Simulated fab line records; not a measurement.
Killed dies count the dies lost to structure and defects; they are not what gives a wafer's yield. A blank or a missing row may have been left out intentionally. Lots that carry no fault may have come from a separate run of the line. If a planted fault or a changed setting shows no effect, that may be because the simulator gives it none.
Split-lot trial + flow n5_finfet + 7 lots, 21 wafers read, on a route of 1938 steps

ABOUT THE SPLIT
At N5_FIN_SAQP_COAT_50 (time 60 s, resist thk 35 nm), the setting spin_rpm was moved away from the recipe's 1500 rpm on 7 of the 21 wafers read, by -10.7% to +6.9%. This setting was run at the recipe's value on the other wafers.

FROM THE SPLIT TO THE READING: what the file shows between them, 4 steps
- N5_FIN_SAQP_PEB_14: peb time 60 s (also split here: peb_time_s)
- N5_FIN_SAQP_DEVELOP_15: develop time 30 s
- N5_FIN_SAQP_CD_MEAS_16: target cd 35.6 nm
- N5_FIN_SAQP_DESCUM_21: chemistry O2, time 7.9 s

THE READING
CAR-ArF_of_FIN_SAQP_COAT_10.thk_nm (the simulator's own value, which no gauge read), in nm, at N5_FIN_SAQP_ETCH_51 (etches SiARC in CF4, target depth 45.5 nm, time 75.8 s). The file gives no usual value for it. Here, 14 wafers ran the recipe; their average is 50.78 nm with a standard deviation of 0.53 nm.

| wafer  | tool, chamber at the split | spin_rpm as run, rpm | against the recipe | CAR-ArF_of_FIN_SAQP_COAT_10.thk_nm, nm | against lot-mates on the recipe |
|--------|----------------------------|----------------------|--------------------|----------------------------------------|---------------------------------|
| L075.1 | litho_track-01, 0          | 1500                 | recipe             | 50.31                                  | -                               |
| L075.3 | litho_track-01, 0          | 1500                 | recipe             | 50.33                                  | -                               |
| L075.4 | litho_track-01, 0          | 1500                 | recipe             | 50.35                                  | -                               |
| L077.2 | litho_track-01, 0          | 1546                 | +3.1%              | 51.45                                  | +0.65                           |
| L077.3 | litho_track-01, 0          | 1546                 | +3.1%              | 51.16                                  | +0.36                           |
| L077.6 | litho_track-01, 0          | 1500                 | recipe             | 50.8                                   | -                               |
| L078.2 | litho_track-01, 0          | 1500                 | recipe             | 50.74                                  | -                               |
| L078.4 | litho_track-01, 0          | 1599                 | +6.6%              | 51.51                                  | +0.87                           |
| L078.5 | litho_track-01, 0          | 1500                 | recipe             | 50.53                                  | -                               |
| L082.2 | litho_track-03, 0          | 1500                 | recipe             | 50.94                                  | -                               |
| L082.4 | litho_track-03, 0          | 1603                 | +6.9%              | 51.76                                  | +0.82                           |
| L082.6 | litho_track-03, 0          | 1603                 | +6.9%              | 52.23                                  | +1.29                           |
| L084.1 | litho_track-01, 0          | 1500                 | recipe             | 50.51                                  | -                               |
| L084.3 | litho_track-01, 0          | 1500                 | recipe             | 50.35                                  | -                               |
| L084.6 | litho_track-01, 0          | 1500                 | recipe             | 50.67                                  | -                               |
| L091.1 | litho_track-01, 0          | 1339                 | -10.7%             | 48.86                                  | -1.41                           |
| L091.2 | litho_track-01, 0          | 1500                 | recipe             | 50.27                                  | -                               |
| L091.3 | litho_track-01, 0          | 1339                 | -10.7%             | 48.34                                  | -1.93                           |
| L095.3 | litho_track-03, 0          | 1500                 | recipe             | 51.42                                  | -                               |
| L095.5 | litho_track-03, 0          | 1500                 | recipe             | 51.89                                  | -                               |
| L095.6 | litho_track-03, 0          | 1500                 | recipe             | 51.83                                  | -                               |

THE FIT
A straight line over all 21 wafers: CAR-ArF_of_FIN_SAQP_COAT_10.thk_nm changes by +0.185 nm for each +1% of spin_rpm; r = +0.86; the points scatter about the line by 0.49 nm.
The same after taking each lot's own level away (the mean of its wafers on the recipe; 21 wafers): +0.153 nm for each +1%; r = +0.97; scatter 0.16 nm.
The reading moves by 1.6 nm for the largest change in spin_rpm, on that fit.
The span of the lots' own levels, 50.270 to 51.713 nm, comes to 2.7 times the standard deviation stated above.
Thus the slope moves with the lot-to-lot level: the two fits are different.
Check: for one of the wafers moved furthest among these (-10.7%), held out of the fit, the line's prediction against its lot-mates is -1.78 nm. Against them it came out at -1.41 nm.

FURTHER SPLITS ON THESE WAFERS
These wafers also went through other splits before the reading. Each is held against what the fit with the lots' levels taken away leaves over:
| other split on the same wafers          | wafers away from the commonest value | r with CAR-ArF_of_FIN_SAQP_COAT_10.thk_nm (lot level and that fit taken away) |
|-----------------------------------------|--------------------------------------|-------------------------------------------------------------------------------|
| N5_ZERO_LAYER_PECVD_02 time_s           | 10                                   | +0.25                                                                         |
| N5_ZERO_LAYER_COAT_05 spin_rpm          | 4                                    | -0.10                                                                         |
| N5_ZERO_LAYER_DEVELOP_10 develop_time_s | 6                                    | -0.15                                                                         |
| N5_WELL_APT_COAT_02 spin_rpm            | 5                                    | -0.16                                                                         |
| N5_FIN_SAQP_PEB_14 peb_time_s           | 10                                   | -0.10                                                                         |

THE WHOLE CHAIN: every reading that the file lists as answering this split, in the file's order
| step                | what it does                                           | reading                                                                             | change (the file's fit)               | r (the file's) |
|---------------------|--------------------------------------------------------|-------------------------------------------------------------------------------------|---------------------------------------|----------------|
| N5_FIN_SAQP_COAT_50 | time 60 s, resist thk 35 nm                            | SiARC_of_FIN_SAQP_COAT_50.thk_nm (the simulator's own value, which no gauge read)   | -0.174 nm for each +1% of the setting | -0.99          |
| N5_FIN_SAQP_ETCH_51 | etches SiARC in CF4, target depth 45.5 nm, time 75.8 s | etch.depth_nm (the simulator's own value, which no gauge read)                      | -0.174 nm for each +1% of the setting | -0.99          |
| N5_FIN_SAQP_ETCH_51 | etches SiARC in CF4, target depth 45.5 nm, time 75.8 s | CAR-ArF_of_FIN_SAQP_COAT_10.thk_nm (the simulator's own value, which no gauge read) | +0.151 nm for each +1% of the setting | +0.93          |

FILE'S OWN FIT
CAR-ArF_of_FIN_SAQP_COAT_10.thk_nm changes by +0.151 nm for each +1% of spin_rpm, r = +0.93.
